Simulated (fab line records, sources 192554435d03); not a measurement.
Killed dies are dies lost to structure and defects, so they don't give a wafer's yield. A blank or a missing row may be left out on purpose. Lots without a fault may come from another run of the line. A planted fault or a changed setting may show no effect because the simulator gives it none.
Chamber matching | flow n5_finfet | N5_MOL_CONTACT_COAG_ETCH_110 on rie_diel-05: 4 sister chambers
The step etches Si in CF4/O2, target depth 2.5 nm, time 8 s. 4 wafers are shown with their chamber, then 7 later ones without.

WAFERS WITH THEIR CHAMBER
wafer  | chamber | showerhead_plenum_p_Torr (Torr)
L085.2 | 1       | 2.21
L085.4 | 3       | 2.13
L088.1 | 0       | 2.11
L088.2 | 2       | 2.29

WAFERS WITHOUT THEIR CHAMBER
wafer  | showerhead_plenum_p_Torr (Torr)
L088.6 | 2.13
L093.3 | 2.11
L093.4 | 2.21
L093.6 | 2.29
L096.2 | 2.12
L096.3 | 2.29
L096.4 | 2.11

WHICH CHAMBER EACH WENT THROUGH
wafer  | from the rows above     | in truth
L088.6 | 3                       | 3
L093.3 | 0                       | 0
L093.4 | 1                       | 1
L093.6 | 2                       | 2
L096.2 | can't be placed: 3 or 0 | 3
L096.3 | 2                       | 2
L096.4 | 0                       | 0
Placed correctly: 6 of 7. Can't be placed from these rows: 1 (the true chamber is among the candidates in 1). Placed wrongly: 0.
How it was worked out, from the rows above alone: a wafer's distance from a chamber is the root of the sum, over the readings, of the square of ((its reading less the chamber's mean) divided by the reading's scatter). The wafer belongs to the nearest chamber; if the next one is less than 2 further off, it can't be placed. A chamber's mean is the mean of its shown wafers. The scatter: with one shown wafer a chamber, the root of the mean of the squares of how far each hidden wafer lies from its nearest shown one.
